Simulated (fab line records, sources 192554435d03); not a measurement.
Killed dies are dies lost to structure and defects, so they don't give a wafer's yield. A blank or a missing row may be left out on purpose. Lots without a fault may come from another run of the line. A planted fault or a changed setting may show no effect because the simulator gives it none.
fab line records | flow n5_finfet
record lots=6 wafers=18 last_day=16
route steps=1938 shown BEOL_M3@984 BEOL_M4@1021 PASSIVATION@1936
lots that met no fault: from a run of the same line without faults
start_h: hours from the record's first day to the start of the lot's first wafer shown | wait_h: hours since the lot's step before | " the same as in the row above | L1.1+2: a row that stands for several wafers | - no value, or no start given | * or withheld: withheld | < > ~ a bound
route shown NAME@n: a module of which the file shows steps, and the number in the route of the first | usual: mean/standard deviation of fault-free wafers | same: alike in all rows | chamber/n: place in a boat | sites: the reading at each site | _std_site: their standard deviation | _edge_site: outer sites' mean less inner sites' | radius_mm: how far each site lies from the wafer's centre | mask NAME#n: copy n | behind: the tool/chamber that last shaped the wafer | hold: why the lot was held/for how many hours/how that ended | device: the transistor (n, p or np) that didn't switch | end of line: the same wafers' tests at the end of the route | a step without rows: its recipe alone | killed: dies lost to structure and defects at the first sort, not the wafer's yield | map: a wafer's dies, x killed, . not, _ none there
set.NAME: the setting as run; set.NAME@STEP: as run at that earlier step | model.NAME: the simulator's own value behind a step, which no gauge read
lots at some steps of the route; a table a step, a row a wafer
## steps
# step N5_BEOL_M3_HM_STRIP_39
# recipe chemistry=peroxide_tin_strip material=TiN target_depth_a=250 temp_c=50 time_s=158
# step N5_BEOL_M3_SRD_40
# recipe time_s=30 temp_c=23 rinse_liquid=diw dry=ipa_marangoni
# step N5_BEOL_M3_PRECLEAN_42
# recipe chemistry=residue_remover time_s=60 temp_c=40
# step N5_BEOL_M3_SRD_43
# recipe time_s=30 temp_c=23 rinse_liquid=diw dry=ipa_marangoni
# step N5_BEOL_M3_CD_MEAS_35
# recipe target_cd_nm=18 target_cd_y_nm=21 polarity=opening
# usual cd_nm=18.1/0.42
# columns lot.wafer tool chamber start_h wait_h cd_nm
L117.1 cd_sem-01 - 169.34 0.0 17.9
L117.2 " - " " 18.5
L117.5 " - " " 17.9
L119.2 cd_sem-03 - 172.41 0.0 17.8
L119.4 " - " " 17.7
L119.6 " - " " 17.5
L123.1 cd_sem-01 - 208.72 0.0 18.4
L123.3 " - " " 18.0
L123.6 " - " " 17.5
L125.1 cd_sem-01 - 218.11 0.0 17.8
L125.3 " - " " 17.1
L125.6 " - " " 18.0
L129.1 cd_sem-02 - 233.45 0.0 17.8
L129.3 " - " " 18.6
L129.5 " - " " 18.4
L132.2 cd_sem-03 - 254.67 0.0 18.0
L132.3 " - " " 18.1
L132.4 " - " " 18.6
# step N5_BEOL_M3_DEGAS_44
# recipe ambient=vacuum temp_c=250 time_s=60
# usual heater_power_w=336/22 susceptor_temp_C=250.00/0.17
# columns lot.wafer tool chamber start_h wait_h heater_power_w susceptor_temp_C
L117.1 pvd_sputter-01 - 169.82 0.5 367 249.94
L117.2 " - " " 328 250.02
L117.5 " - " " 310 250.02
L119.2 pvd_sputter-01 - 172.61 0.2 365 249.85
L119.4 " - " " 331 250.10
L119.6 " - " " 301 249.95
L123.1 pvd_sputter-03 - 208.92 0.2 359 250.17
L123.3 " - " " 338 250.20
L123.6 " - " " 327 250.24
L125.1 pvd_sputter-02 - 218.18 0.1 326 249.60
L125.3 " - " " 331 250.12
L125.6 " - " " 326 249.68
L129.1 pvd_sputter-03 - 233.59 0.1 333 249.81
L129.3 " - " " 358 250.10
L129.5 " - " " 361 249.71
L132.2 pvd_sputter-02 - 254.79 0.1 316 249.99
L132.3 " - " " 360 249.77
L132.4 " - " " 325 249.56
# step N5_BEOL_M3_PRE_CLEAN_45
# recipe gas=H2/He time_s=30 temp_c=250
# step N5_BEOL_M3_ALD_84
# recipe material=TaN target_thk_a=* temp_c=275 ald_precursor_family=PDMAT ald_co_reactant=NH3 pressure_torr=3 carrier_flow_sccm=1500 pulse_time_s=2 purge_time_s=3 co_reactant_purge_time_s=2 co_reactant_pulse_time_s=3 ald_cycles=30 precursor_vessel_temp_c=75 precursor_vessel_pressure_torr=26.25 precursor_vessel_carrier_sccm=1000
# step N5_BEOL_M3_SURFACE_TREAT_85
# recipe gas=Ar time_s=* ion_energy_ev=* ion_current_ma_cm2=0.5 pressure_mtorr=* ar_flow_sccm=30
# step N5_BEOL_M3_CVD_47
# recipe material=Co target_thk_a=30 temp_c=withheld precursor=CCTBA/H2 pressure_torr=30 time_s=223.8
# step N5_BEOL_M3_SPUTTER_48
# recipe material=Cu target_thk_a=45 temp_c=-20 chamber_pressure_pa=0.07 power_w=withheld time_s=8.29
# step N5_BEOL_M3_ANNEAL_49
# recipe temp_c=400 time_s=240 ambient=vacuum
# usual heater_power_w=839/56 susceptor_temp_C=400.01/0.22
# columns lot.wafer tool chamber start_h wait_h heater_power_w susceptor_temp_C
L117.1 pvd_sputter-01 - 170.52 0.0 733 400.18
L117.2 " - " " 835 399.77
L117.5 " - " " 832 399.84
L119.2 pvd_sputter-01 - 173.48 0.0 736 399.93
L119.4 " - " " 748 400.23
L119.6 " - " " 831 399.68
L123.1 pvd_sputter-01 - 210.08 0.0 715 399.64
L123.3 " - " " 932 399.66
L123.6 " - " " 718 399.90
L125.1 pvd_sputter-02 - 219.24 0.0 827 399.85
L125.3 " - " " 791 399.55
L125.6 " - " " 893 399.85
L129.1 pvd_sputter-02 - 234.35 0.0 832 399.65
L129.3 " - " " 913 400.11
L129.5 " - " " 756 399.96
L132.2 pvd_sputter-02 - 255.69 0.0 929 399.88
L132.3 " - " " 796 400.43
L132.4 " - " " 831 399.86
# step N5_BEOL_M3_SPUTTER_79
# recipe material=Cu target_thk_a=45 temp_c=-20 chamber_pressure_pa=0.07 power_w=withheld time_s=8.29
# usual susceptor_temp_C=-20.00/0.11 throttle_valve_pct=30.5/0.9
# columns lot.wafer tool chamber start_h wait_h susceptor_temp_C throttle_valve_pct
L117.1 pvd_sputter-01 - 170.66 0.1 -19.96 32.1
L117.2 " - " " -20.21 31.3
L117.5 " - " " -20.19 31.5
L119.2 pvd_sputter-01 - 173.62 0.1 -20.13 31.5
L119.4 " - " " -20.19 32.1
L119.6 " - " " -19.81 31.4
L123.1 pvd_sputter-01 - 210.22 0.1 -20.02 32.0
L123.3 " - " " -19.98 30.2
L123.6 " - " " -20.15 31.8
L125.1 pvd_sputter-02 - 219.38 0.1 -20.04 30.8
L125.3 " - " " -20.05 30.1
L125.6 " - " " -19.84 30.2
L129.1 pvd_sputter-02 - 234.49 0.1 -19.94 30.5
L129.3 " - " " -19.90 30.7
L129.5 " - " " -20.02 29.8
L132.2 pvd_sputter-02 - 255.83 0.1 -19.84 30.5
L132.3 " - " " -20.03 29.8
L132.4 " - " " -19.96 30.3
# step N5_BEOL_M3_ANNEAL_80
# recipe temp_c=400 time_s=240 ambient=vacuum
# step N5_BEOL_M3_SPUTTER_81
# recipe material=Cu target_thk_a=45 temp_c=-20 chamber_pressure_pa=0.07 power_w=withheld time_s=8.29
# step N5_BEOL_M3_ANNEAL_82
# recipe temp_c=400 time_s=240 ambient=vacuum
# step N5_BEOL_M3_SPUTTER_86
# recipe material=Cu target_thk_a=45 temp_c=-20 chamber_pressure_pa=0.07 power_w=withheld time_s=8.29
# step N5_BEOL_M3_ANNEAL_87
# recipe temp_c=400 time_s=240 ambient=vacuum
# usual heater_power_w=840/54 susceptor_temp_C=400.00/0.24
# columns lot.wafer tool chamber start_h wait_h heater_power_w susceptor_temp_C
L117.1 pvd_sputter-01 - 171.18 0.0 744 399.44
L117.2 " - " " 842 399.62
L117.5 " - " " 837 399.91
L119.2 pvd_sputter-01 - 174.14 0.0 743 400.05
L119.4 " - " " 752 399.94
L119.6 " - " " 850 400.07
L123.1 pvd_sputter-01 - 210.74 0.0 742 400.12
L123.3 " - " " 928 400.11
L123.6 " - " " 739 399.90
L125.1 pvd_sputter-02 - 219.90 0.0 846 399.79
L125.3 " - " " 781 399.99
L125.6 " - " " 921 399.76
L129.1 pvd_sputter-02 - 235.01 0.0 831 399.76
L129.3 " - " " 923 400.31
L129.5 " - " " 763 399.87
L132.2 pvd_sputter-02 - 256.35 0.0 913 400.11
L132.3 " - " " 782 400.19
L132.4 " - " " 803 399.87
# step N5_BEOL_M3_SPUTTER_88
# recipe material=Cu target_thk_a=45 temp_c=-20 chamber_pressure_pa=0.07 power_w=withheld time_s=8.29
# step N5_BEOL_M3_ANNEAL_89
# recipe temp_c=400 time_s=240 ambient=vacuum
# step N5_BEOL_M3_SPUTTER_90
# recipe material=Cu target_thk_a=45 temp_c=-20 chamber_pressure_pa=0.07 power_w=withheld time_s=8.29
# step N5_BEOL_M3_ANNEAL_91
# recipe temp_c=400 time_s=240 ambient=vacuum
# step N5_BEOL_M3_SPUTTER_92
# recipe material=Cu target_thk_a=45 temp_c=-20 chamber_pressure_pa=0.07 power_w=withheld time_s=8.29
# usual susceptor_temp_C=-19.98/0.11 throttle_valve_pct=30.5/0.9
# columns lot.wafer tool chamber start_h wait_h susceptor_temp_C throttle_valve_pct
L117.1 pvd_sputter-01 - 171.76 0.1 -19.96 31.8
L117.2 " - " " -19.98 31.3
L117.5 " - " " -20.14 31.1
L119.2 pvd_sputter-01 - 174.72 0.1 -19.89 31.7
L119.4 " - " " -19.99 31.7
L119.6 " - " " -20.00 31.5
L123.1 pvd_sputter-01 - 211.32 0.1 -19.88 31.6
L123.3 " - " " -20.10 30.4
L123.6 " - " " -19.84 31.6
L125.1 pvd_sputter-02 - 220.48 0.1 -20.14 30.5
L125.3 " - " " -19.87 29.9
L125.6 " - " " -19.99 30.2
L129.1 pvd_sputter-02 - 235.59 0.1 -19.90 30.9
L129.3 " - " " -20.07 30.4
L129.5 " - " " -19.70 29.5
L132.2 pvd_sputter-02 - 256.93 0.1 -19.87 30.2
L132.3 " - " " -19.84 29.7
L132.4 " - " " -19.98 30.7
# step N5_BEOL_M3_ANNEAL_93
# recipe temp_c=400 time_s=240 ambient=vacuum
# step N5_BEOL_M3_SPUTTER_94
# recipe material=Cu target_thk_a=45 temp_c=-20 chamber_pressure_pa=0.07 power_w=withheld time_s=8.29
# step N5_BEOL_M3_ANNEAL_95
# recipe temp_c=400 time_s=240 ambient=vacuum
# step N5_BEOL_M3_SPUTTER_96
# recipe material=Cu target_thk_a=45 temp_c=-20 chamber_pressure_pa=0.07 power_w=withheld time_s=8.29
# step N5_BEOL_M3_ECD_50
# recipe material=Cu target_thk_a=3000
# step N5_BEOL_M3_ANNEAL_51
# recipe temp_c=225 time_s=90 ambient=N2
# step N5_BEOL_M3_CMP_52
# recipe stop_on=SiOC t_overpolish_s=6.8 down_force_psi=1 platen_rpm=50 clearing_platen_down_force_psi=1.5 clearing_platen_rpm=50 post_cmp_clean=cu_alkaline target_thk_nm=40 clearing_platen_pad_velocity_m_s=0.99484 pad_velocity_m_s=0.99484
# step N5_BEOL_M3_PRE_CLEAN_60
# recipe gas=NH3/H2 time_s=15 temp_c=* rf_power_w=300
# usual heater_power_w=93/26 susceptor_temp_C=*
# columns lot.wafer tool chamber start_h wait_h heater_power_w susceptor_temp_C
L117.1 cvd_co-02 1 173.12 0.1 128 *
L117.2 " 2 " " 90 *
L117.5 " 2 " " 88 *
L119.2 cvd_co-01 2 175.98 0.0 81 *
L119.4 " 2 " " 82 *
L119.6 " 0 " " 120 *
L123.1 cvd_co-01 0 212.58 0.0 121 *
L123.3 " 2 " " 82 *
L123.6 " 0 " " 122 *
L125.1 cvd_co-02 2 222.16 0.0 89 *
L125.3 " 0 " " 59 *
L125.6 " 2 " " 90 *
L129.1 cvd_co-01 1 236.87 0.0 70 *
L129.3 " 2 " " 81 *
L129.5 " 0 " " 127 *
L132.2 cvd_co-01 0 258.32 0.0 129 *
L132.3 " 2 " " 81 *
L132.4 " 1 " " 69 *
# step N5_BEOL_M3_CO_CAP_55
# recipe material=Co target_thk_a=20 temp_c=200 precursor=CCTBA/H2 pressure_torr=30 time_s=102.1
# step N5_BEOL_M3_PRE_CLEAN_56
# recipe gas=NH3 time_s=15 temp_c=withheld rf_power_w=300
# step N5_BEOL_M3_DEP_57
# recipe material=SiCN target_thk_a=80 temp_c=withheld precursor=3MS/NH3 pressure_torr=3 rf_w=202 time_s=14
# step N5_BEOL_M3_RS_MEAS_58
# recipe thk_meas_gauge=four-point-probe reads=Co_of_BEOL_M3_CO_CAP_55+Cu_of_BEOL_M3_ECD_50+Co_of_BEOL_M3_CVD_47+TaN_of_BEOL_M3_ALD_84
# usual M3_RS=0.69/0.04
# columns lot.wafer tool chamber start_h wait_h M3_RS[ohm/sq]
L117.1 film_metro-01 - 173.34 0.0 0.75
L117.2 " - " " 0.63
L117.5 " - " " 0.66
L119.2 film_metro-02 - 176.21 0.1 0.64
L119.4 " - " " 0.62
L119.6 " - " " 0.66
L123.1 film_metro-02 - 212.81 0.0 0.72
L123.3 " - " " 0.63
L123.6 " - " " 0.68
L125.1 film_metro-02 - 222.41 0.1 0.66
L125.3 " - " " 0.71
L125.6 " - " " 0.67
L129.1 film_metro-02 - 237.13 0.1 0.68
L129.3 " - " " 0.72
L129.5 " - " " 0.66
L132.2 film_metro-01 - 258.55 0.1 0.66
L132.3 " - " " 0.76
L132.4 " - " " 0.67
# step N5_BEOL_M4_ILD_DEP_00
# recipe material=SiOC target_thk_a=790 temp_c=350 precursor=DEMS/O2 pressure_torr=5 rf_w=500 time_s=15.3
# step N5_BEOL_M4_THK_MEAS_01
# recipe reads=SiOC_of_BEOL_M4_ILD_DEP_00
# usual M4_ILD_THK=78.9/1.3
# columns lot.wafer tool chamber start_h wait_h M4_ILD_THK[nm]
L117.1 film_metro-02 - 173.47 0.0 81.1
L117.2 " - " " 80.4
L117.5 " - " " 80.7
L119.2 film_metro-02 - 176.34 0.1 77.9
L119.4 " - " " 80.5
L119.6 " - " " 78.9
L123.1 film_metro-01 - 212.95 0.1 77.4
L123.3 " - " " 78.6
L123.6 " - " " 80.2
L125.1 film_metro-01 - 222.54 0.0 79.1
L125.3 " - " " 77.3
L125.6 " - " " 78.3
L129.1 film_metro-02 - 237.26 0.0 79.6
L129.3 " - " " 77.3
L129.5 " - " " 80.0
L132.2 film_metro-02 - 258.68 0.1 76.8
L132.3 " - " " 77.7
L132.4 " - " " 79.0
# step N5_BEOL_M4_PECVD_72
# recipe material=SiO2 target_thk_a=160 temp_c=400 precursor=TEOS/O2 pressure_torr=5.5 rf_w=450 teos_flow_sccm=53.8 gas=O2 flow_sccm=3000 time_s=18
# step N5_BEOL_M4_HM_DEP_02
# recipe material=TiN target_thk_a=200 temp_c=25 chamber_pressure_pa=0.49996
# step N5_BEOL_M4_COAT_61
# recipe resist=SOC temp_c=250 time_s=60 spin_rpm=1500 resist_thk_nm=60
# step N5_PASSIVATION_PROBE_49
# usual defect_limited_yield=90.5/1.7 killed_at_M0_to_M3=37/12 killed_at_M4_up=14/5.2 killed_at_contacts=12/5.9 killed_at_front_end=45/14 killed_at_other=3.5/2.8 killed_dies=112/21 killed_on_rim=15/4.5 killed_open=73/15 killed_short=36/8.9 sort_bin_5_function=5.6/1.2 sort_bin_6_memory=3.5/0.68 sort_n_pass=1068/21 sort_yield_pct=90.5/1.8
# same gross_dies=1180 killed_at_back_side=0 sort_bin_4_leakage[%]=0 sort_bin_8_speed[%]=0
# columns lot.wafer tool chamber start_h wait_h defect_limited_yield[%] killed_at_M0_to_M3 killed_at_M4_up killed_at_contacts killed_at_front_end killed_at_other killed_dies killed_on_rim killed_open killed_short sort_bin_5_function[%] sort_bin_6_memory[%] sort_n_pass sort_yield_pct[%]
L125.3 prober-01 - 342.71 0.1 92.0 27 8 17 42 0 94 13 59 34 4.5 2.9 1086 92.0
L125.6 prober-01 - 342.86 0.3 91.9 36 13 11 32 4 96 14 68 26 5.3 2.8 1084 91.9
L129.1 prober-01 - 367.89 0.0 83.1 134 13 7 45 0 199 23 53 29 9.4 3.2 981 83.1
L132.2 prober-01 - 379.96 0.6 92.9 14 16 6 42 6 84 5 64 19 4.2 2.7 1096 92.9
L132.3 prober-01 - 380.01 0.7 90.0 30 9 7 66 6 118 15 82 33 5.2 4.3 1062 90.0
L132.4 prober-01 - 380.06 0.7 82.8 145 10 8 32 8 203 30 53 38 10.0 3.2 977 82.8
# killed by level:class
L125.3 MOL_CONTACT_COAG:geometric_particle:open=12 FIN_SAQP:geometric_particle:short=9 STI_FIN_REVEAL:geometric_particle:open=8 BEOL_M0_SAQP:geometric_particle:short=7 FIN_SAQP:geometric_particle:open=6 BEOL_M3:geometric_particle:open=6 BEOL_M0_SAQP:geometric_particle:open=5 MOL_CONTACT_COAG:geometric_particle:short=5
L125.6 STI_FIN_REVEAL:geometric_particle:open=10 MOL_CONTACT_COAG:geometric_particle:open=8 BEOL_M0_SAQP:geometric_particle:short=8 BEOL_M2:geometric_particle:open=7 BEOL_M3:geometric_particle:open=7 BEOL_M4:geometric_particle:open=7 BEOL_M0_SAQP:geometric_particle:open=6 FIN_SAQP:geometric_particle:short=4
L129.1 BEOL_M3:unspecified=113 STI_FIN_REVEAL:geometric_particle:open=12 FIN_SAQP:geometric_particle:open=7 BEOL_M3:geometric_particle:open=7 ILD0:geometric_particle:short=5 MOL_CONTACT_COAG:geometric_particle:open=5 BEOL_M1:geometric_particle:open=5 FIN_SAQP:geometric_particle:short=4
L132.2 FIN_SAQP:geometric_particle:open=12 STI_FIN_REVEAL:geometric_particle:open=7 BEOL_M4:geometric_particle:open=6 STARTING-WAFER:geometric_particle:open=6 GATE_CUT:geometric_particle:short=4 MOL_CONTACT_COAG:geometric_particle:open=4 BEOL_M2:geometric_particle:open=4 BEOL_M3:geometric_particle:open=4
L132.3 STI_FIN_REVEAL:geometric_particle:open=32 FIN_SAQP:geometric_particle:open=7 BEOL_M3:geometric_particle:open=6 BEOL_M0_SAQP:geometric_particle:short=6 BEOL_M1:geometric_particle:open=6 STI_FIN_REVEAL:geometric_particle:short=5 BEOL_M2:geometric_particle:open=5 GATE_CUT:geometric_particle:open=4
L132.4 BEOL_M3:unspecified=110 STI_FIN_REVEAL:geometric_particle:open=8 BEOL_M3:geometric_particle:open=7 MOL_CONTACT_COAG:geometric_particle:open=6 BEOL_M0_SAQP:geometric_particle:short=6 FIN_SAQP:geometric_particle:open=5 BEOL_M0_SAQP:geometric_particle:open=5 PASS1_CAP:geometric_particle:short=5
# map L129.1 (x killed, . not)
_________________............________________
______________...........xx.x..._____________
___________...................x....__________
__________.........................._________
________x.....x.....x.............x..._______
_______x...............................______
______x..................x.....x........_____
_____..x.x..x..x...........x.x.......x...____
____...x...x.......................x......___
___.......x...x.x....x.....................__
___x...................x...................__
__..........xxx.............xxx..x....x....._
__..x...............................xx..x.x._
_...x..x............................x.xxxxx..
_x...................x...x........x..x.x.xxxx
_.....................x.x..xx......x.xxxxxxxx
_..xx................x.............xxxxxxxxxx
_.....x...x.........x...........x.xxxxxxxxxxx
_.................x.............x.xxxxxxxxxxx
_....x.........x................x.xxxxxxxxxxx
_................x...........x....xxxxxxxxxxx
__........x...x........x.........xxxxxxxxxxx_
__.................x.....x........x.xxxxxxxx_
___.................................xxxxxxx__
___.....x.....................x.....xxxxxxx__
____x...............x..................xx.___
_____.......x...................x.x......____
______...x....x.......................x._____
_______........x.......................______
________....x........................._______
__________.......x.......x......x..._________
___________....x.......x...........__________
______________......x..........._____________
_________________............________________
# map L132.4 (x killed, . not)
_________________.....x..x...________________
______________.x................_____________
___________....x...................__________
__________...........xx.....x...x..._________
________..x....................x......_______
_______....x.....x.............x.......______
______...........x.........x...x........_____
_____.......x.....xx..............x......____
____........................x.............___
___....x..........x........x...............__
___..........x.........x...x............x..__
__....x..........x....x...x................._
__........x......x...x..xx.............xx..._
_.x...............x....x........x.....xxx..x.
_..........x....x...........x.x....x.xxxxxxxx
_..xx...........x......x..........xxxxxxxxxxx
_.............................x..x.xxxxxxxxxx
_.............................xx..x.xxxxxxxxx
_.................................xxxxxxxxxxx
_..x...........................x..xxxxxxxxxxx
_.................x.......x......x.xxxxxxxxxx
__.............x..x...........x...x.xxxxxxxx_
__...........x.....................xxxxxxxxx_
___.................x....x..x.....xx.xxxxxx__
___............xx..................xx.xxxxx__
____x..............x....x........x.xx.x.xx___
_____....x....................xx.......x.____
______.x.............................x.x_____
_______.....................x..........______
________....................xx........_______
__________......................x.x._________
___________.............x..........__________
______________...............x.._____________
_________________.x..x.......________________
## key
first_sign step=N5_PASSIVATION_PROBE_49 reading=killed_at_M0_to_M3 direction=up sigmas=8.4 usual=37 struck=140
effect step=N5_PASSIVATION_PROBE_49 reading=killed_dies direction=up sigmas=4.3 usual=112 struck=201
more_kills_born_at N5_BEOL_M3_SPUTTER_79@pvd_sputter-02=223
met_at N5_BEOL_M3_SPUTTER_79
struck_wafers L129.1,L132.4
fault kind=chamber_particle_source tool=pvd_sputter-02 chamber=- onset_h=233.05 steps=N5_BEOL_M3_SPUTTER_79 rate_per_visit_cm2=2.1652 end_h=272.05 scope=struck_wafers_only
